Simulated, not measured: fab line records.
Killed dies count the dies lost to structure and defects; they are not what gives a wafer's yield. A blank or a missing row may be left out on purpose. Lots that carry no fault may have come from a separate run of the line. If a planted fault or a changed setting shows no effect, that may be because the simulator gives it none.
fab line records    flow n5-finfet
record: lots: 9  wafers: 27  last-day: 18
route steps=1938 shown MOL_CONTACT_COAG@615 BEOL_M0_SAQP@634 BEOL_M4@1111 PASSIVATION@1936
lots that met no fault: taken from a fault-free run of the same line
start-h: the number of hours between the record's first day and the start of the first shown wafer of the lot    wait-h: time in hours since the lot's previous step    " identical to the entry in the row above    L1.1+2: one row covering several wafers at once    - no value, or no start given    * or withheld: withheld    < > ~ a bound
route shown NAME@n: a module of which the file shows steps, and the number in the route of the first    usual: mean and standard deviation over wafers with no fault    same: alike in all rows    chamber/n: place in a boat    sites: per-site readings    _std_site: the values' standard deviation    _edge_site: outer sites' mean less inner sites'    radius-mm: how far each site lies from the wafer's centre    mask NAME#n: copy n    behind: the last tool/chamber to shape the wafer    hold: cause of the lot's hold/its duration in hours/its outcome    device: the transistor (n, p or np) that didn't switch    end of line: tests of these same wafers at the route's end    for a step that has no rows: nothing shown but its recipe    killed: at the first sort, the dies lost to defects and structure; wafer yield is something else    map: shows each die of a wafer: x if killed, . if not, _ if none is there
set.NAME: the setting that was run; set.NAME@STEP: the one run at that earlier step    model.NAME: the simulator's own value behind a step, which no gauge read
steps of the route over a sample of lots; a table a step, a row a wafer
services: a tool's chamber out of use, with start hour (start-h, from the record's first day; less than 0 if before it), hours out, and reason
== steps ==
step: N5_MOL_CONTACT_COAG_VIA_ETCH_117
recipe: chemistry: C4F6/O2  target-depth-a: 400  overetch-a: 80  mask-material: SOC  target: SiO2  bias-w: 455  pressure-mtorr: 10  time-s: 26  source-w: 325  Ar_flow_sccm: 300  C4F6_flow_sccm: 10  O2_flow_sccm: 10  ion-energy-ev: 575.3  ends: end-point
usual: bias-w: 454.9/1.3  drypump-motor-current-A: 5.7/0.54  oes-product-au: 0.68/0.071  rf-vpp-V: 1591/19  showerhead-plenum-p-Torr: 2.82/0.083  throttle-valve-pct: 41.1/0.36
lot.wafer  tool         chamber  start-h  wait-h  bias-w  drypump-motor-current-A  oes-product-au  rf-hours-counter-h  rf-vpp-V  showerhead-plenum-p-Torr  throttle-valve-pct
L310.2     rie-diel-05  0        105.10   0.0     454.0   6.1                      0.82            21                  1572      2.79                      40.8
L310.4     "            2        "        "       455.1   5.5                      0.62            223                 1627      2.93                      40.6
L310.6     "            1        "        "       452.7   5.8                      0.65            -                   1594      2.83                      41.3
L311.1     rie-diel-06  1        114.08   0.0     454.4   4.9                      0.70            129                 1563      2.77                      41.9
L311.4     "            3        "        "       456.6   5.4                      0.64            193                 1609      2.73                      41.2
L311.6     "            3        "        "       454.1   5.4                      0.64            -                   1609      2.73                      41.2
L312.3     rie-diel-06  3        117.27   0.0     454.6   5.5                      0.64            194                 1610      2.73                      41.2
L312.5     "            2        "        "       452.4   6.6                      0.61            -                   1573      2.70                      40.9
L312.6     "            1        "        "       454.3   4.9                      0.69            -                   1564      2.77                      41.9
L315.1     rie-diel-01  0        134.01   0.0     453.9   4.9                      0.73            89                  1606      2.75                      41.1
L315.3     "            1        "        "       455.4   5.1                      0.67            144                 1592      2.83                      41.2
L315.4     "            2        "        "       453.1   6.5                      0.76            50                  1572      2.91                      40.5
L317.3     rie-diel-06  1        142.81   0.0     453.1   4.8                      0.69            139                 1563      2.76                      41.9
L317.5     "            2        "        "       455.7   6.6                      0.61            -                   1572      2.69                      40.9
L317.6     "            1        "        "       454.7   4.9                      0.69            -                   1563      2.76                      41.9
L328.2     rie-diel-05  1        208.59   0.0     453.1   5.8                      0.63            250                 1593      2.81                      41.3
L328.3     "            0        "        "       455.2   6.1                      0.77            51                  1571      2.78                      40.8
L328.6     "            0        "        "       457.4   6.1                      0.77            -                   1572      2.78                      40.8
L330.1     rie-diel-06  2        229.38   0.0     452.8   6.6                      0.87            8                   1598      3.02                      41.2
L330.5     "            3        "        "       455.8   5.5                      0.61            -                   1608      2.71                      41.2
L330.6     "            2        "        "       453.8   6.6                      0.87            -                   1597      3.02                      41.2
L332.1     rie-diel-05  3        234.21   0.0     453.0   6.1                      0.63            222                 1600      2.92                      41.2
L332.2     "            0        "        "       454.9   6.1                      0.76            61                  1571      2.78                      40.8
L332.5     "            2        "        "       455.5   5.5                      0.84            -                   1625      2.91                      41.2
L333.2     rie-diel-06  1        240.26   0.0     456.6   4.9                      0.66            178                 1562      2.75                      41.9
L333.3     "            3        "        "       457.0   5.5                      0.61            245                 1607      2.70                      41.2
L333.5     "            1        "        "       456.7   4.9                      0.66            -                   1562      2.75                      41.9
step: N5_MOL_CONTACT_COAG_INSPECT_97
recipe: inspect-instrument: darkfield  mode: post-anneal
usual: raw-defect-count: 40/15
lot.wafer  tool               chamber  start-h  wait-h  raw-defect-count
L310.2     defect-inspect-02  -        111.58   0.1     37
L310.4     "                  -        "        "       51
L310.6     "                  -        "        "       34
L311.1     defect-inspect-01  -        118.27   0.0     36
L311.4     "                  -        "        "       24
L311.6     "                  -        "        "       39
L312.3     defect-inspect-01  -        121.46   0.1     48
L312.5     "                  -        "        "       32
L312.6     "                  -        "        "       29
L315.1     defect-inspect-01  -        138.16   0.0     33
L315.3     "                  -        "        "       24
L315.4     "                  -        "        "       32
L317.3     defect-inspect-02  -        147.00   0.1     45
L317.5     "                  -        "        "       32
L317.6     "                  -        "        "       64
L328.2     defect-inspect-02  -        212.78   0.1     39
L328.3     "                  -        "        "       47
L328.6     "                  -        "        "       37
L330.1     defect-inspect-02  -        233.52   0.0     33
L330.5     "                  -        "        "       23
L330.6     "                  -        "        "       20
L332.1     defect-inspect-02  -        239.52   0.0     36
L332.2     "                  -        "        "       26
L332.5     "                  -        "        "       27
L333.2     defect-inspect-02  -        244.44   0.1     27
L333.3     "                  -        "        "       44
L333.5     "                  -        "        "       30
step: N5_BEOL_M0_SAQP_HM_DEP_02
recipe: material: TiN  target-thk-a: 120  temp-c: 25  chamber-pressure-pa: 0.49996
usual: susceptor-temp-C: 24.99/0.11  throttle-valve-pct: 30.2/0.98
lot.wafer  tool            chamber  start-h  wait-h  susceptor-temp-C  throttle-valve-pct
L310.2     pvd-sputter-03  -        112.88   0.9     24.94             30.9
L310.4     "               -        "        "       25.10             30.2
L310.6     "               -        "        "       24.80             30.8
L311.1     pvd-sputter-02  -        119.81   1.2     24.95             28.6
L311.4     "               -        "        "       25.09             28.0
L311.6     "               -        "        "       25.03             30.8
L312.3     pvd-sputter-01  -        123.41   1.6     24.94             29.6
L312.5     "               -        "        "       24.93             30.8
L312.6     "               -        "        "       24.77             29.7
L315.1     pvd-sputter-03  -        139.09   0.5     24.97             30.0
L315.3     "               -        "        "       25.01             30.3
L315.4     "               -        "        "       25.06             29.6
L317.3     pvd-sputter-02  -        147.56   0.2     24.91             28.7
L317.5     "               -        "        "       25.15             31.0
L317.6     "               -        "        "       25.00             27.8
L328.2     pvd-sputter-01  -        214.22   1.1     24.86             30.9
L328.3     "               -        "        "       24.96             29.7
L328.6     "               -        "        "       24.62             31.1
L330.1     pvd-sputter-01  -        234.44   0.5     25.07             29.8
L330.5     "               -        "        "       25.02             32.2
L330.6     "               -        "        "       24.96             30.8
L332.1     pvd-sputter-03  -        241.41   1.5     24.91             30.8
L332.2     "               -        "        "       24.64             29.6
L332.5     "               -        "        "       24.90             30.7
L333.2     pvd-sputter-03  -        245.96   1.2     25.20             30.3
L333.3     "               -        "        "       24.83             30.5
L333.5     "               -        "        "       25.14             30.1
step: N5_BEOL_M0_SAQP_COAT_82
recipe: resist: SiARC  temp-c: 220  time-s: 60  spin-rpm: 1500  resist-thk-nm: 30
usual: exhaust-pa: 45.1/0.99  run-length-s: 66.2/0.32
lot.wafer  tool            chamber  start-h  wait-h  exhaust-pa  run-length-s
L310.2     litho-track-02  0        113.33   -       44.6        66.0
L310.4     "               0        "        "       45.3        66.1
L310.6     "               0        "        "       47.1        66.0
L311.1     litho-track-05  0        120.25   -       45.8        66.6
L311.4     "               0        "        "       46.0        66.5
L311.6     "               0        "        "       45.1        66.6
L312.3     litho-track-05  0        123.86   -       46.1        66.6
L312.5     "               0        "        "       44.9        66.5
L312.6     "               0        "        "       45.2        66.4
L315.1     litho-track-05  0        139.54   -       45.8        66.4
L315.3     "               0        "        "       44.9        66.4
L315.4     "               0        "        "       46.1        66.4
L317.3     litho-track-02  0        148.01   -       45.6        66.4
L317.5     "               0        "        "       47.2        66.2
L317.6     "               0        "        "       46.0        66.0
L328.2     litho-track-05  0        214.67   -       44.9        78.2
L328.3     "               0        "        "       45.8        78.1
L328.6     "               0        "        "       44.9        78.1
L330.1     litho-track-05  0        235.03   -       44.4        78.3
L330.5     "               0        "        "       44.0        78.2
L330.6     "               0        "        "       45.5        78.4
L332.1     litho-track-02  0        241.86   -       44.9        66.2
L332.2     "               0        "        "       44.3        66.4
L332.5     "               0        "        "       45.1        66.1
L333.2     litho-track-03  0        246.41   -       45.7        65.8
L333.3     "               0        "        "       44.9        66.0
L333.5     "               0        "        "       44.8        65.7
step: N5_BEOL_M4_RC_MEAS_101
usual: DIBL_N: 36.0/1.8  DIBL_P: 36.3/2.4  IOFF_N: 0.16/0.035  IOFF_P: 0.21/0.036  ION_N: 673/13  ION_P: 461/7.2  SS_N: 71.4/0.6  SS_P: 73.2/0.7  VT_N: 250/4  VT_P: -250.9/2.9
lot.wafer  tool       chamber  start-h  wait-h  DIBL_N[mV/V]  DIBL_P[mV/V]  IOFF_N[nA/um]  IOFF_P[nA/um]  ION_N[uA/um]  ION_P[uA/um]  SS_N[mV/dec]  SS_P[mV/dec]  VT_N[mV]  VT_P[mV]
L310.2     prober-01  0        159.93   0.2     40.9          41.0          0.27           0.32           695           472           72.0          74.4          240       -242.9
L310.4     "          0        "        "       39.8          39.5          0.23           0.29           695           474           72.1          74.1          245       -243.5
L310.6     "          0        "        "       36.5          35.0          0.16           0.23           669           465           71.2          72.4          252       -247.3
L311.1     prober-02  0        188.25   0.0     36.7          38.2          0.19           0.25           675           465           72.5          73.7          248       -248.4
L311.4     "          0        "        "       34.7          33.9          0.14           0.17           666           457           72.2          72.5          250       -252.9
L311.6     "          0        "        "       39.2          41.4          0.25           0.32           693           473           72.8          74.6          242       -245.7
L312.3     prober-01  0        191.50   0.3     36.3          37.4          0.17           0.21           683           462           71.5          73.8          248       -249.2
L312.5     "          0        "        "       35.8          37.5          0.16           0.22           672           468           70.7          72.9          250       -247.8
L312.6     "          0        "        "       38.5          40.0          0.23           0.26           702           475           71.8          73.9          245       -246.1
L315.1     prober-02  0        218.00   0.0     32.7          32.6          0.10           0.14           643           446           70.0          71.9          259       -257.7
L315.3     "          0        "        "       34.2          34.1          0.12           0.16           663           453           71.5          72.7          255       -254.1
L315.4     "          0        "        "       35.7          37.3          0.15           0.20           692           471           71.5          73.3          248       -249.6
L317.3     prober-02  0        223.76   0.3     36.7          37.7          0.18           0.24           675           466           71.9          74.2          250       -244.6
L317.5     "          0        "        "       36.1          36.2          0.16           0.20           673           461           71.7          74.1          252       -250.6
L317.6     "          0        "        "       37.2          37.3          0.17           0.22           670           464           72.3          74.1          252       -246.3
L328.2     prober-01  0        286.77   0.2     37.1          38.5          0.16           0.23           678           465           71.7          73.3          251       -248.7
L328.3     "          0        "        "       35.1          35.2          0.12           0.20           664           463           71.3          72.1          257       -251.2
L328.6     "          0        "        "       37.7          38.7          0.17           0.24           680           470           71.9          73.4          250       -249.4
L330.1     prober-02  0        286.98   0.0     36.0          35.9          0.15           0.20           675           461           71.1          74.0          252       -250.9
L330.5     "          0        "        "       33.0          32.7          0.11           0.16           668           459           70.9          73.1          253       -252.0
L330.6     "          0        "        "       37.4          36.6          0.16           0.21           667           457           71.4          73.7          253       -251.4
L333.2     prober-01  0        318.44   0.2     37.2          37.1          0.16           0.21           673           457           71.4          73.4          250       -252.4
L333.3     "          0        "        "       37.9          36.6          0.16           0.21           681           461           72.1          74.0          250       -252.9
L333.5     "          0        "        "       39.3          38.0          0.20           0.25           687           464           72.2          73.7          247       -246.7
L332.1     prober-02  0        319.72   0.0     37.5          39.3          0.18           0.24           691           475           71.0          73.8          246       -246.5
L332.2     "          0        "        "       37.7          39.7          0.18           0.25           680           471           72.0          74.1          247       -247.2
L332.5     "          0        "        "       36.6          38.0          0.16           0.23           685           474           71.1          73.4          246       -248.1
step: N5_PASSIVATION_PROBE_49
usual: defect-limited-yield: 91.2/1.4  killed_at_M0_to_M3: 35/11  killed_at_M4_up: 14/5.6  killed-at-contacts: 12/5.6  killed-at-front-end: 38/11  killed-at-other: 4/3.4  killed-dies: 103/17  killed-open: 68/12  killed-short: 33/8.8  sort_bin_4_leakage: 0.00/0.007  sort_bin_5_function: 5.1/0.89  sort_bin_6_memory: 3.3/0.71  sort-n-pass: 1077/17  sort-yield-pct: 91.2/1.4
same: gross-dies: 1180  killed-at-back-side: 0  sort_bin_8_speed[%]: 0
lot.wafer  tool       chamber  start-h  wait-h  defect-limited-yield[%]  killed_at_M0_to_M3  killed_at_M4_up  killed-at-contacts  killed-at-front-end  killed-at-other  killed-dies  killed-open  killed-short  sort_bin_4_leakage[%]  sort_bin_5_function[%]  sort_bin_6_memory[%]  sort-n-pass  sort-yield-pct[%]
L310.2     prober-01  -        266.87   0.1     91.2                     16                  19               18                  49                   2                104          67           32            0                      5.0                     3.6                   1076         91.2
L310.4     prober-01  -        266.97   0.2     92.4                     24                  14               20                  30                   2                90           55           25            0                      4.2                     2.4                   1090         92.4
L310.6     prober-01  -        267.07   0.3     93.1                     15                  10               16                  37                   3                81           52           27            0                      4.2                     2.2                   1099         93.1
L312.3     prober-02  -        298.23   0.1     92.5                     38                  5                7                   37                   1                88           67           21            0                      5.1                     2.2                   1092         92.5
L312.5     prober-02  -        298.33   0.2     93.7                     22                  12               9                   30                   1                74           60           12            0                      3.9                     2.1                   1106         93.7
L312.6     prober-02  -        298.38   0.3     93.4                     29                  4                6                   39                   0                78           58           20            0                      3.4                     3.1                   1102         93.4
L315.1     prober-01  -        325.75   0.0     91.1                     33                  18               16                  35                   3                105          71           34            0                      5.0                     3.5                   1075         91.1
L315.3     prober-01  -        325.85   0.1     91.3                     36                  12               14                  39                   2                103          66           36            0                      5.5                     3.1                   1077         91.3
L315.4     prober-01  -        325.90   0.2     91.9                     32                  15               17                  29                   3                96           68           28            0                      4.4                     3.3                   1084         91.9
L317.3     prober-02  -        334.77   0.1     92.5                     28                  17               9                   29                   5                88           57           28            0                      3.7                     3.6                   1092         92.5
L317.5     prober-02  -        334.87   0.2     92.1                     28                  11               14                  31                   9                93           68           24            0                      4.9                     2.8                   1087         92.1
L317.6     prober-02  -        334.92   0.3     92.8                     26                  21               10                  26                   2                85           52           31            0                      4.5                     2.4                   1095         92.8
L330.1     prober-02  -        396.55   0.0     90.9                     31                  17               13                  29                   17               107          79           26            0                      5.8                     3.1                   1073         90.9
L330.5     prober-02  -        396.75   0.2     90.8                     36                  20               12                  27                   13               108          76           31            0                      5.8                     3.1                   1072         90.8
L330.6     prober-02  -        396.80   0.3     92.5                     30                  12               12                  31                   4                89           69           18            0                      4.5                     2.9                   1091         92.5
L332.1     prober-02  -        438.55   0.0     91.4                     36                  10               5                   48                   3                102          64           38            0                      4.7                     3.6                   1078         91.4
L332.2     prober-02  -        438.60   0.1     93.9                     19                  16               7                   29                   1                72           46           26            0                      4.2                     1.4                   1108         93.9
L332.5     prober-02  -        438.75   0.2     90.7                     23                  23               13                  48                   3                110          79           30            0                      6.3                     2.8                   1070         90.7
killed by level:class
L310.2 FIN_SAQP:geometric-particle:open=21 MOL_CONTACT_COAG:geometric-particle:open=10 MOL_CONTACT_COAG:geometric-particle:short=8 BEOL_M4:geometric-particle:open=8 FIN_SAQP:geometric-particle:short=7 STI_FIN_REVEAL:geometric-particle:open=7 BEOL_M2:geometric-particle:short=4 GATE_CUT:geometric-particle:short=3
L310.4 MOL_CONTACT_COAG:geometric-particle:open=17 HKMG_FIN:area-etch=8 BEOL_M1:geometric-particle:open=7 BEOL_M0_SAQP:geometric-particle:open=5 BEOL_M8:geometric-particle:open=5 BEOL_M0:geometric-particle:open=4 BEOL_M5:geometric-particle:short=4 FIN_SAQP:geometric-particle:open=3
L310.6 MOL_CONTACT_COAG:geometric-particle:open=15 FIN_SAQP:geometric-particle:open=9 FIN_SAQP:geometric-particle:short=5 ILD0:geometric-particle:open=4 BEOL_M0_SAQP:geometric-particle:short=4 STI_FIN_REVEAL:geometric-particle:open=3 STARTING-WAFER:geometric-particle:open=3 DUMMY_GATE:geometric-particle:short=2
L312.3 FIN_SAQP:geometric-particle:open=11 BEOL_M3:geometric-particle:open=11 BEOL_M0_SAQP:geometric-particle:open=10 STI_FIN_REVEAL:geometric-particle:open=8 BEOL_M0_SAQP:geometric-particle:short=8 MOL_CONTACT_COAG:geometric-particle:open=6 BEOL_M2:geometric-particle:open=5 FIN_SAQP:geometric-particle:short=3
L312.5 MOL_CONTACT_COAG:geometric-particle:open=9 FIN_SAQP:geometric-particle:open=8 BEOL_M3:geometric-particle:open=8 DUMMY_GATE:geometric-particle:open=7 BEOL_M0_SAQP:geometric-particle:open=5 STARTING-WAFER:geometric-particle:open=5 STI_FIN_REVEAL:geometric-particle:open=4 FIN_SAQP:geometric-particle:short=3
L312.6 BEOL_M3:geometric-particle:open=9 STI_FIN_REVEAL:geometric-particle:open=8 STARTING-WAFER:geometric-particle:open=7 FIN_SAQP:geometric-particle:open=6 DUMMY_GATE:geometric-particle:open=5 BEOL_M0_SAQP:geometric-particle:open=5 BEOL_M0:geometric-particle:open=5 MOL_CONTACT_COAG:geometric-particle:open=4
L315.1 MOL_CONTACT_COAG:geometric-particle:open=13 BEOL_M0_SAQP:geometric-particle:short=11 BEOL_M0_SAQP:geometric-particle:open=10 BEOL_M4:geometric-particle:open=7 FIN_SAQP:geometric-particle:open=5 STI_FIN_REVEAL:geometric-particle:open=5 BEOL_M3:geometric-particle:open=5 STARTING-WAFER:geometric-particle:short=5
L315.3 MOL_CONTACT_COAG:geometric-particle:open=14 FIN_SAQP:geometric-particle:open=8 FIN_SAQP:geometric-particle:short=8 BEOL_M0_SAQP:geometric-particle:short=8 BEOL_M0_SAQP:geometric-particle:open=7 BEOL_M2:geometric-particle:open=7 DUMMY_GATE:geometric-particle:open=6 STI_FIN_REVEAL:geometric-particle:open=4
L315.4 MOL_CONTACT_COAG:geometric-particle:open=17 FIN_SAQP:geometric-particle:open=10 BEOL_M4:geometric-particle:open=10 BEOL_M0_SAQP:geometric-particle:short=7 BEOL_M2:geometric-particle:open=6 DUMMY_GATE:geometric-particle:open=5 BEOL_M3:geometric-particle:short=5 BEOL_M0_SAQP:geometric-particle:open=4
L317.3 BEOL_M1:geometric-particle:open=11 MOL_CONTACT_COAG:geometric-particle:open=8 BEOL_M2:geometric-particle:open=8 BEOL_M4:geometric-particle:open=6 FIN_SAQP:geometric-particle:short=4 FIN_SAQP:geometric-particle:open=4 STARTING-WAFER:geometric-particle:short=4 DUMMY_GATE:geometric-particle:open=4
L317.5 MOL_CONTACT_COAG:geometric-particle:open=11 BEOL_M2:geometric-particle:open=7 FIN_SAQP:geometric-particle:open=6 BEOL_M1:geometric-particle:open=5 BEOL_M3:geometric-particle:open=5 BEOL_M4:geometric-particle:open=5 BEOL_M0_SAQP:geometric-particle:open=4 GATE_CUT:geometric-particle:open=3
L317.6 BEOL_M4:geometric-particle:open=9 MOL_CONTACT_COAG:geometric-particle:open=7 BEOL_M1:geometric-particle:open=7 BEOL_M0:geometric-particle:open=6 BEOL_M2:geometric-particle:open=5 STARTING-WAFER:geometric-particle:open=5 BEOL_M4:geometric-particle:short=4 STARTING-WAFER:geometric-particle:short=4
L330.1 BEOL_M2:geometric-particle:open=12 BEOL_M4:geometric-particle:open=12 MOL_CONTACT_COAG:geometric-particle:open=10 STI_FIN_REVEAL:geometric-particle:open=9 BEOL_M3:geometric-particle:open=7 GATE_CUT:geometric-particle:short=6 DUMMY_GATE:geometric-particle:open=5 BEOL_M1:geometric-particle:open=5
L330.5 BEOL_M4:geometric-particle:open=13 STI_FIN_REVEAL:geometric-particle:open=11 BEOL_M2:geometric-particle:open=8 MOL_CONTACT_COAG:geometric-particle:open=7 FIN_SAQP:geometric-particle:open=5 MOL_CONTACT_COAG:geometric-particle:short=5 BEOL_M0_SAQP:geometric-particle:short=5 BEOL_M0_SAQP:geometric-particle:open=5
L330.6 BEOL_M2:geometric-particle:open=13 MOL_CONTACT_COAG:geometric-particle:open=11 STI_FIN_REVEAL:geometric-particle:open=7 STARTING-WAFER:geometric-particle:open=6 BEOL_M4:geometric-particle:open=5 GATE_CUT:geometric-particle:short=4 BEOL_M0_SAQP:geometric-particle:short=4 BEOL_M3:geometric-particle:open=4
L332.1 BEOL_M0_SAQP:geometric-particle:short=13 DUMMY_GATE:geometric-particle:open=11 FIN_SAQP:geometric-particle:open=7 STI_FIN_REVEAL:geometric-particle:open=7 BEOL_M4:geometric-particle:open=7 BEOL_M0_SAQP:geometric-particle:open=6 MOL_CONTACT_COAG:geometric-particle:open=5 BEOL_M1:geometric-particle:short=5
L332.2 BEOL_M4:geometric-particle:open=6 BEOL_M5:geometric-particle:open=6 FIN_SAQP:geometric-particle:short=5 BEOL_M1:geometric-particle:open=5 DUMMY_GATE:geometric-particle:open=4 MOL_CONTACT_COAG:geometric-particle:short=4 BEOL_M0:geometric-particle:open=4 STI_FIN_REVEAL:geometric-particle:open=3
L332.5 STI_FIN_REVEAL:geometric-particle:open=18 MOL_CONTACT_COAG:geometric-particle:open=13 FIN_SAQP:geometric-particle:short=8 BEOL_M0_SAQP:geometric-particle:open=7 BEOL_M4:geometric-particle:open=7 BEOL_M2:geometric-particle:open=6 BEOL_M5:geometric-particle:open=6 STI_FIN_REVEAL:geometric-particle:short=4
== services ==
tool            chamber  start-h  hours  kind
rie-diel-06     0        82.08    7.0    repair
rie-diel-01     -        90.23    0.2    repair
rie-diel-05     -        147.49   16.3   repair
pvd-sputter-02  -        162.27   23.5   repair
rie-diel-01     1        164.18   2.6    repair
litho-track-03  -        176.23   -      consumable-replace:filter
rie-diel-01     3        181.79   -      clean
rie-diel-01     3        181.79   -      consumable-replace:focus-ring
rie-diel-06     2        186.97   -      clean
rie-diel-06     2        186.97   -      consumable-replace:focus-ring
rie-diel-06     2        186.97   -      consumable-replace:showerhead
rie-diel-06     2        186.97   13.7   scheduled-down
rie-diel-06     2        186.97   13.7   vent-cycle
litho-track-02  -        188.10   -      consumable-replace:filter
rie-diel-05     2        197.50   -      clean
rie-diel-05     2        197.50   -      consumable-replace:focus-ring
rie-diel-05     2        197.50   21.7   scheduled-down
rie-diel-05     2        197.50   21.7   vent-cycle
rie-diel-05     1        219.55   -      clean
rie-diel-05     1        219.55   -      consumable-replace:focus-ring
rie-diel-05     1        219.55   26.5   scheduled-down
rie-diel-05     1        219.55   26.5   vent-cycle
rie-diel-05     -        220.37   0.1    repair
rie-diel-05     -        242.12   2.8    pm
== key ==
first-sign: step: N5_BEOL_M0_SAQP_COAT_82  reading: run-length-s  direction: up  sigmas: 37  usual: *  struck: *
effect none on later readings
met-at N5_BEOL_M0_SAQP_COAT_82
struck-lots L328,L330
not-acting-at N5_MOL_CONTACT_COAG_VIA_ETCH_117,N5_MOL_CONTACT_COAG_INSPECT_97,N5_BEOL_M0_SAQP_HM_DEP_02
onset-between 139.54 214.67
fault: kind: process-parameter-drift  tool: litho-track-05  chamber: -  onset-h: 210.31  steps: N5_BEOL_M0_SAQP_COAT_82  channel: time-s  offset: *  shape: step  end-h: 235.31  acts-in: *  stated: *
